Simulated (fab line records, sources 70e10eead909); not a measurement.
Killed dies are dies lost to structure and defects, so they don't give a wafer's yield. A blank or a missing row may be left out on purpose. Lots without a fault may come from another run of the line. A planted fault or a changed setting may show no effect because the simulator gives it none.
fab line records | flow nand_harc
record lots=6 wafers=18 last_day=33
route steps=1302 shown A_CHANNEL_HOLE_D2@586
lots that met no fault: from a run of the same line without faults
start_h: hours from the record's first day to the start of the lot's first wafer shown | wait_h: hours since the lot's step before | " the same as in the row above | L1.1+2: a row that stands for several wafers | - no value, or no start given | * or withheld: withheld | < > ~ a bound
route shown NAME@n: a module of which the file shows steps, and the number in the route of the first | usual: mean/standard deviation of fault-free wafers | same: alike in all rows | chamber/n: place in a boat | sites: the reading at each site | _std_site: their standard deviation | _edge_site: outer sites' mean less inner sites' | radius_mm: how far each site lies from the wafer's centre | mask NAME#n: copy n | behind: the tool/chamber that last shaped the wafer | hold: why the lot was held/for how many hours/how that ended | device: the transistor (n, p or np) that didn't switch | end of line: the same wafers' tests at the end of the route | a step without rows: its recipe alone | killed: dies lost to structure and defects at the first sort, not the wafer's yield | map: a wafer's dies, x killed, . not, _ none there
set.NAME: the setting as run; set.NAME@STEP: as run at that earlier step | model.NAME: the simulator's own value behind a step, which no gauge read
lots at some steps of the route; a table a step, a row a wafer
services: from which hour (start_h, from the record's first day; less than 0 if before it) a tool's chamber was out of use, for how many hours, and why
## steps
# step NHARC_A_CHANNEL_HOLE_D2_ETCH_38
# recipe target_depth_a=390 over_etch_frac=0.3 time_s=65 ion_energy_ev=80 cf4_flow_sccm=150 ar_flow_sccm=0 rf_w=300 bias_w=100 chemistry=CF4
# step NHARC_A_CHANNEL_HOLE_D2_ETCH_39
# recipe target_depth_a=2600 over_etch_frac=0.3 time_s=325 ion_energy_ev=200 n2_flow_sccm=150 h2_flow_sccm=150 ar_flow_sccm=0 rf_w=400 bias_w=150 chemistry=N2/H2
# usual bias_w=150.0/0.46 chamber_pressure_mTorr=30.00/0.031 drypump_motor_current_A=5.7/0.58 h2_flow_sccm=150.0/0.43 oes_product_au=0.997/0.0096 rf_vpp_V=429.7/2 showerhead_plenum_p_Torr=2.01/0.065 throttle_valve_pct=14.172/0.0097
# columns lot.wafer tool chamber start_h wait_h bias_w chamber_pressure_mTorr drypump_motor_current_A h2_flow_sccm oes_product_au rf_hours_counter_h rf_vpp_V showerhead_plenum_p_Torr throttle_valve_pct
L301.1 rie_diel-03 3 - - 150.3 29.92 6.4 150.8 1.004 2.1 430.0 2.01 14.166
L301.4 " 2 " " 150.2 29.98 5.2 150.0 0.992 3.0 431.6 2.03 14.169
L301.5 " 3 " " 150.1 29.98 6.4 149.9 1.000 - 428.0 2.01 14.171
L307.2 rie_diel-03 0 - - 149.4 29.93 6.8 149.8 0.996 6.3 429.9 2.07 14.176
L307.4 " 1 " " 150.1 30.03 6.1 150.6 0.990 6.0 426.6 1.94 14.175
L307.5 " 0 " " 150.1 30.02 6.8 149.5 1.003 - 431.1 2.07 14.169
L317.3 rie_diel-11 2 - - 149.8 29.98 5.1 149.7 1.007 1.0 426.5 1.94 14.188
L317.1 " 3 " " 150.1 29.99 5.9 150.2 0.991 1.1 430.8 2.09 14.163
L317.4 " 0 " " 149.7 29.98 5.1 149.7 1.000 1.1 426.7 1.89 14.168
L319.3 rie_diel-03 0 - - 150.7 30.02 6.8 150.3 0.990 0.3 432.6 2.07 14.171
L319.4 " 1 " " 150.4 29.96 6.1 150.8 0.979 0.4 427.9 1.94 14.166
L319.6 " 0 " " 149.6 29.96 6.8 150.5 0.993 - 431.1 2.07 14.171
L323.1 rie_diel-02 1 - - 150.9 29.99 5.8 150.0 0.992 7.1 431.5 2.09 14.172
L323.3 " 2 " " 150.0 30.01 6.5 150.0 0.996 8.8 430.6 2.02 14.175
L323.5 " 3 " " 150.2 29.99 5.9 149.8 0.978 - 431.6 2.08 14.179
L322.3 rie_diel-11 3 - - 149.9 30.02 5.9 149.6 0.994 4.0 431.1 2.09 14.163
L322.5 " 0 " " 150.3 30.05 5.1 149.8 1.001 - 425.6 1.89 14.151
L322.6 " 1 " " 150.3 30.00 5.1 149.5 0.984 - 430.0 2.00 14.160
# step NHARC_A_CHANNEL_HOLE_D2_ETCH_34
# recipe target_depth_a=1540 time_s=77 cf4_flow_sccm=100 chf3_flow_sccm=30 ar_flow_sccm=0 rf_w=500 bias_w=200 chemistry=CF4/CHF3
# step NHARC_A_CHANNEL_HOLE_D2_ETCH_16
# recipe target_depth_a=31000 over_etch_frac=0.3 time_s=806 ion_energy_ev=150 o2_flow_sccm=400 cos_flow_sccm=20 ar_flow_sccm=0 rf_w=500 bias_w=300 chemistry=O2/COS
# usual bias_w=299.9/0.88 chamber_pressure_mTorr=20.000/0.018 drypump_motor_current_A=5.8/0.58 oes_product_au=0.997/0.01 rf_vpp_V=313.6/1.5 showerhead_plenum_p_Torr=3.09/0.092 throttle_valve_pct=28.330/0.0089
# columns lot.wafer tool chamber start_h wait_h bias_w chamber_pressure_mTorr drypump_motor_current_A oes_product_au rf_hours_counter_h rf_vpp_V showerhead_plenum_p_Torr throttle_valve_pct
L301.1 rie_diel-03 0 - - 299.9 20.002 6.8 0.992 2.2 314.7 3.16 28.313
L301.4 " 1 " " 298.5 19.995 6.1 0.995 3.1 313.0 2.98 28.334
L301.5 " 3 " " 299.3 19.984 6.4 1.003 - 312.5 3.08 28.321
L307.2 rie_diel-03 1 - - 298.3 19.982 6.1 0.987 6.3 312.4 2.98 28.317
L307.4 " 2 " " 299.5 20.009 5.2 1.013 7.0 314.5 3.10 28.343
L307.5 " 1 " " 299.3 19.994 6.1 0.995 - 313.2 2.98 28.337
L317.3 rie_diel-11 0 - - 299.6 20.015 5.1 0.999 1.3 310.9 2.91 28.337
L317.4 " 2 " " 300.1 19.997 5.1 1.007 1.3 313.1 2.99 28.333
L317.1 " 3 " " 298.5 19.995 5.9 0.996 1.4 315.4 3.19 28.336
L319.3 rie_diel-03 2 - - 300.7 19.999 5.2 1.004 0.5 313.4 3.10 28.336
L319.4 " 3 " " 300.1 20.015 6.4 1.025 0.4 314.4 3.08 28.345
L319.6 " 2 " " 299.2 19.973 5.2 1.008 - 314.0 3.10 28.326
L323.1 rie_diel-02 1 - - 298.6 19.989 5.8 1.016 7.3 315.5 3.19 28.344
L323.3 " 0 " " 299.5 20.017 5.3 1.001 1.3 315.8 3.17 28.321
L323.5 " 1 " " 299.2 19.986 5.8 0.997 - 315.1 3.19 28.347
L322.3 rie_diel-11 2 - - 299.3 19.998 5.1 0.999 3.7 312.3 2.98 28.325
L322.5 " 2 " " 299.8 20.013 5.1 1.001 - 312.0 2.98 28.326
L322.6 " 3 " " 300.8 19.985 5.9 0.995 - 314.8 3.19 28.322
# step NHARC_A_CHANNEL_HOLE_D2_CD_MEAS_18
# usual cd_nm=99.6/2.4
# columns lot.wafer tool chamber start_h wait_h cd_nm
L301.1 cd_sem-03 - 312.69 - 97.2
L301.4 " - " " 99.4
L301.5 " - " " 98.8
L307.2 cd_sem-03 - 370.49 - 96.1
L307.4 " - " " 100.4
L307.5 " - " " 97.9
L317.1 cd_sem-02 - 463.72 - 96.2
L317.3 " - " " 100.2
L317.4 " - " " 96.1
L319.3 cd_sem-03 - 473.42 - 97.4
L319.4 " - " " 99.5
L319.6 " - " " 98.7
L323.1 cd_sem-03 - 529.17 - 97.9
L323.3 " - " " 102.9
L323.5 " - " " 103.4
L322.3 cd_sem-03 - 529.57 - 98.9
L322.5 " - " " 101.9
L322.6 " - " " 98.8
# step NHARC_A_CHANNEL_HOLE_D2_ETCH_19
# recipe bias_v=1200 source_w=2500 pressure_mtorr=15 time_s=34.5 ar_flow_sccm=375 c4f8_flow_sccm=28.8 o2_flow_sccm=96.2 temp_c=-20 target_depth_a=* chemistry=C4F8/O2/Ar
# step NHARC_A_CHANNEL_HOLE_D2_ETCH_20
# recipe bias_v=3000 source_w=withheld pressure_mtorr=20 time_s=361.9 ar_flow_sccm=375 c4f8_flow_sccm=89.3 o2_flow_sccm=35.7 temp_c=-20 target_depth_a=16000 chemistry=C4F8/O2/Ar
# usual c4f8_flow_sccm=89.32/0.28 chamber_pressure_mTorr=20.000/0.018 drypump_motor_current_A=5.8/0.35 oes_air_line_au=1.002/0.022 showerhead_plenum_p_Torr=3.71/0.1 throttle_valve_pct=32.156/0.0098
# columns lot.wafer tool chamber start_h wait_h c4f8_flow_sccm chamber_pressure_mTorr drypump_motor_current_A oes_air_line_au rf_hours_counter_h showerhead_plenum_p_Torr throttle_valve_pct
L301.1 har_etch-02 1 316.28 0.1 89.25 19.975 5.4 1.010 340 3.74 32.138
L301.4 " 1 " " 89.27 19.989 5.4 1.006 - 3.74 32.163
L301.5 " 0 " " 89.08 20.016 5.7 0.985 - 3.57 32.160
L307.2 har_etch-01 0 370.73 0.1 89.81 19.998 5.7 1.012 195 3.67 32.155
L307.4 " 1 " " 89.31 19.983 6.3 0.973 - 3.67 32.153
L307.5 " 1 " " 89.16 20.017 6.3 0.962 - 3.67 32.159
L317.1 har_etch-02 1 464.91 0.1 89.27 20.009 5.4 0.992 39 3.70 32.149
L317.4 " 0 " " 89.21 20.002 5.7 0.998 - 3.91 32.138
L317.3 " 1 " " 88.96 19.993 5.4 0.963 - 3.70 32.154
L319.3 har_etch-02 0 473.71 0.2 89.68 20.024 5.7 1.002 - 3.91 32.154
L319.4 " 1 " " 89.45 20.004 5.4 0.984 - 3.69 32.162
L319.6 " 0 " " 89.39 20.014 5.7 1.011 - 3.91 32.133
L323.1 har_etch-01 1 529.36 0.1 89.56 19.996 6.3 1.015 283 3.62 32.161
L323.3 " 0 " " 89.64 19.974 5.7 0.975 - 3.62 32.154
L323.5 " 1 " " 89.66 20.019 6.3 1.002 - 3.62 32.156
L322.3 har_etch-02 0 529.86 0.2 89.09 20.013 5.7 0.973 - 3.89 32.157
L322.5 " 0 " " 89.27 19.989 5.7 0.983 - 3.89 32.164
L322.6 " 1 " " 89.09 19.959 5.4 1.010 - 3.67 32.142
# step NHARC_A_CHANNEL_HOLE_D2_ETCH_21
# recipe bias_v=3000 source_w=withheld pressure_mtorr=20 time_s=514.3 ar_flow_sccm=375 c4f8_flow_sccm=89.3 o2_flow_sccm=35.7 temp_c=-20 target_depth_a=16000 chemistry=C4F8/O2/Ar
# step NHARC_A_CHANNEL_HOLE_D2_ETCH_22
# recipe bias_v=3000 source_w=withheld pressure_mtorr=20 time_s=666.7 ar_flow_sccm=375 c4f8_flow_sccm=89.3 o2_flow_sccm=35.7 temp_c=-20 target_depth_a=16000 chemistry=C4F8/O2/Ar
# step NHARC_A_CHANNEL_HOLE_D2_ETCH_23
# recipe bias_v=5000 source_w=withheld pressure_mtorr=20 time_s=819 ar_flow_sccm=375 c4f8_flow_sccm=89.3 o2_flow_sccm=35.7 temp_c=-20 target_depth_a=16000 chemistry=C4F8/O2/Ar
# usual c4f8_flow_sccm=89.27/0.26 chamber_pressure_mTorr=20.003/0.019 drypump_motor_current_A=5.8/0.35 oes_air_line_au=0.998/0.019 showerhead_plenum_p_Torr=3.71/0.1 throttle_valve_pct=32.155/0.0092
# columns lot.wafer tool chamber start_h wait_h c4f8_flow_sccm chamber_pressure_mTorr drypump_motor_current_A oes_air_line_au rf_hours_counter_h showerhead_plenum_p_Torr throttle_valve_pct
L301.1 har_etch-02 1 317.60 0.5 89.21 19.998 5.4 0.994 341 3.74 32.147
L301.4 " 1 " " 89.04 19.981 5.4 0.975 - 3.74 32.150
L301.5 " 0 " " 89.78 20.020 5.7 1.005 - 3.57 32.152
L307.2 har_etch-01 0 372.10 0.5 89.78 19.996 5.7 1.013 196 3.67 32.148
L307.4 " 1 " " 88.90 19.973 6.3 0.950 - 3.67 32.153
L307.5 " 1 " " 89.39 19.971 6.3 0.965 - 3.67 32.167
L317.1 har_etch-02 1 466.31 0.5 89.61 20.021 5.4 1.018 40 3.69 32.157
L317.4 " 0 " " 89.20 20.008 5.7 1.003 - 3.91 32.167
L317.3 " 1 " " 89.08 19.998 5.4 0.997 - 3.70 32.179
L319.3 har_etch-02 0 475.16 0.5 89.24 19.985 5.7 1.023 - 3.91 32.139
L319.4 " 1 " " 89.19 20.020 5.4 0.998 - 3.69 32.139
L319.6 " 0 " " 88.85 19.992 5.7 1.005 - 3.91 32.166
L323.1 har_etch-01 1 530.67 0.5 89.26 20.033 6.3 1.014 284 3.62 32.157
L323.3 " 0 " " 89.04 20.008 5.7 0.992 - 3.62 32.149
L323.5 " 1 " " 88.95 20.006 6.3 1.005 - 3.62 32.150
L322.3 har_etch-02 0 531.30 0.5 89.13 19.991 5.7 0.979 - 3.89 32.155
L322.5 " 0 " " 89.11 19.977 5.7 0.995 - 3.89 32.155
L322.6 " 1 " " 89.30 20.040 5.4 0.989 - 3.67 32.168
# step NHARC_A_CHANNEL_HOLE_D2_ETCH_24
# recipe bias_v=5000 source_w=withheld pressure_mtorr=20 time_s=906.2 ar_flow_sccm=375 c4f8_flow_sccm=93.8 o2_flow_sccm=31.2 temp_c=-20 target_depth_a=15000 chemistry=C4F8/O2/Ar
# step NHARC_A_CHANNEL_HOLE_D2_ETCH_25
# recipe bias_v=5000 source_w=withheld pressure_mtorr=20 time_s=1040.2 ar_flow_sccm=375 c4f8_flow_sccm=93.8 o2_flow_sccm=31.2 temp_c=-20 target_depth_a=15000 chemistry=C4F8/O2/Ar
# usual c4f8_flow_sccm=93.81/0.28 chamber_pressure_mTorr=19.999/0.018 drypump_motor_current_A=5.8/0.35 oes_air_line_au=0.997/0.022 showerhead_plenum_p_Torr=3.70/0.1 throttle_valve_pct=32.235/0.0088
# columns lot.wafer tool chamber start_h wait_h c4f8_flow_sccm chamber_pressure_mTorr drypump_motor_current_A oes_air_line_au rf_hours_counter_h showerhead_plenum_p_Torr throttle_valve_pct
L301.1 har_etch-02 1 319.08 0.7 93.93 19.983 5.4 1.004 343 3.74 32.247
L301.4 " 1 " " 94.00 20.016 5.4 1.007 - 3.74 32.229
L301.5 " 0 " " 93.96 19.963 5.7 1.002 - 3.57 32.231
L307.2 har_etch-01 0 373.59 0.7 93.67 20.041 5.7 1.019 198 3.66 32.254
L307.4 " 1 " " 93.95 19.993 6.3 0.992 - 3.66 32.242
L307.5 " 1 " " 94.06 19.982 6.3 0.979 - 3.66 32.229
L317.1 har_etch-02 1 467.80 0.7 93.82 20.018 5.4 1.021 41 3.69 32.234
L317.4 " 0 " " 93.48 20.027 5.7 0.939 - 3.90 32.234
L317.3 " 1 " " 93.78 19.965 5.4 1.023 - 3.69 32.225
L319.3 har_etch-02 0 476.68 0.7 94.17 20.010 5.7 0.991 - 3.90 32.235
L319.4 " 1 " " 93.35 19.988 5.4 0.972 - 3.69 32.249
L319.6 " 0 " " 94.28 20.020 5.7 0.998 - 3.90 32.237
L323.1 har_etch-01 1 532.12 0.6 94.14 19.998 6.4 0.990 285 3.62 32.230
L323.3 " 0 " " 93.44 20.037 5.7 1.006 - 3.62 32.243
L323.5 " 1 " " 93.66 19.984 6.3 0.987 - 3.62 32.229
L322.3 har_etch-02 0 532.84 0.7 93.79 19.983 5.7 0.986 - 3.88 32.239
L322.5 " 0 " " 93.69 20.022 5.7 1.014 - 3.88 32.225
L322.6 " 1 " " 94.42 20.003 5.4 0.978 - 3.67 32.247
# step NHARC_A_CHANNEL_HOLE_D2_ETCH_26
# recipe bias_v=300 source_w=2000 pressure_mtorr=30 time_s=224.1 ar_flow_sccm=375 c4f8_flow_sccm=11.4 o2_flow_sccm=113.6 temp_c=-20 target_depth_a=3000 chemistry=C4F8/O2/Ar
# usual bias_v=300/3.1 c4f8_flow_sccm=11.40/0.031 drypump_motor_current_A=5.8/0.35 oes_air_line_au=0.998/0.019 showerhead_plenum_p_Torr=3.75/0.11 throttle_valve_pct=24.583/0.0098
# columns lot.wafer tool chamber start_h wait_h bias_v c4f8_flow_sccm drypump_motor_current_A oes_air_line_au rf_hours_counter_h showerhead_plenum_p_Torr throttle_valve_pct
L301.1 har_etch-02 1 319.96 0.7 303 11.35 5.4 0.987 344 3.79 24.580
L301.4 " 1 " " 303 11.36 5.4 0.979 - 3.79 24.584
L301.5 " 0 " " 300 11.45 5.7 0.995 - 3.61 24.594
L307.2 har_etch-01 0 374.35 0.6 298 11.37 5.7 1.025 199 3.71 24.573
L307.4 " 1 " " 299 11.35 6.4 1.017 - 3.71 24.607
L307.5 " 1 " " 298 11.37 6.4 1.020 - 3.71 24.586
L317.1 har_etch-02 1 468.57 0.6 - - - - - - -
L317.4 " 0 " " - - - - - - -
L317.3 " 1 " " - - - - - - -
L319.3 har_etch-02 0 477.33 0.5 - - - - - - -
L319.4 " 1 " " - - - - - - -
L319.6 " 0 " " - - - - - - -
L323.1 har_etch-01 1 533.01 0.7 299 11.42 6.4 1.011 286 3.66 24.572
L323.3 " 0 " " 299 11.39 5.7 1.003 - 3.66 24.594
L323.5 " 1 " " 302 11.36 6.4 0.986 - 3.66 24.607
L322.3 har_etch-02 0 533.48 0.5 294 11.38 5.7 1.042 - 3.94 24.598
L322.5 " 0 " " 295 11.39 5.7 1.029 - 3.94 24.577
L322.6 " 1 " " 299 11.38 5.4 1.000 - 3.72 24.587
# step NHARC_A_CHANNEL_HOLE_D2_ETCH_27
# recipe bias_v=400 source_w=2000 pressure_mtorr=25 time_s=90 ar_flow_sccm=375 c4f8_flow_sccm=41.7 o2_flow_sccm=83.3 temp_c=-20 target_depth_a=4000 chemistry=C4F8/O2/Ar
## services
# columns tool chamber start_h hours kind
rie_diel-03 0 290.30 - clean
rie_diel-03 1 290.30 - clean
rie_diel-11 - 363.65 0.7 repair
har_etch-02 - 378.39 17.0 pm
har_etch-02 0 378.39 17.0 vent_cycle
har_etch-02 1 378.39 17.0 vent_cycle
rie_diel-02 0 383.38 98.6 repair
rie_diel-02 - 386.04 0.2 repair
rie_diel-11 2 387.01 4.9 repair
rie_diel-02 - 393.89 9.0 pm
har_etch-02 0 395.39 - clean
har_etch-02 0 395.39 - consumable_replace:focus_ring
har_etch-02 0 395.39 - consumable_replace:showerhead
har_etch-02 1 395.39 - clean
har_etch-02 1 395.39 - consumable_replace:esc
rie_diel-11 0 404.11 10.5 repair
rie_diel-11 0 415.35 3.4 repair
rie_diel-11 - 421.62 1.7 repair
rie_diel-02 - 423.00 1.0 repair
rie_diel-02 1 430.66 26.6 repair
rie_diel-11 - 432.50 9.0 pm
rie_diel-11 - 441.61 0.5 repair
rie_diel-02 3 458.19 11.3 repair
rie_diel-03 - 458.30 9.0 pm
## key
first_sign step=NHARC_A_CHANNEL_HOLE_D2_ETCH_26 reading=tool_record direction=missing
effect none on later readings
met_at NHARC_A_CHANNEL_HOLE_D2_ETCH_26
struck_wafers L317.1,L317.3,L317.4,L319.3,L319.4,L319.6
later_rows_left_out L317.1,L317.3,L317.4,L319.3,L319.4,L319.6
sort_left_out L317.1,L317.3,L317.4,L319.3,L319.4,L319.6
tester_left_out L317,L319
onset_between 319.96 468.57
fault kind=skipped_step_whole tool=har_etch-02 chamber=- onset_h=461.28 steps=NHARC_A_CHANNEL_HOLE_D2_ETCH_26 scope=struck_lots_only
# tester_left_out: of these lots the tester's yield and bins aren't shown, on N5 and GAA mostly nor the transistor test; their killed dies are dies lost to structure and defects alone, not to doping, threshold or leakage, so they don't give the yield
# sort_left_out: the simulated sort isn't trusted on such a fault, so these wafers' sort isn't shown, and their yield isn't known
# later_rows_left_out: the simulator's readings of these wafers behind a module that went badly wrong aren't trusted and aren't shown, but for the sort
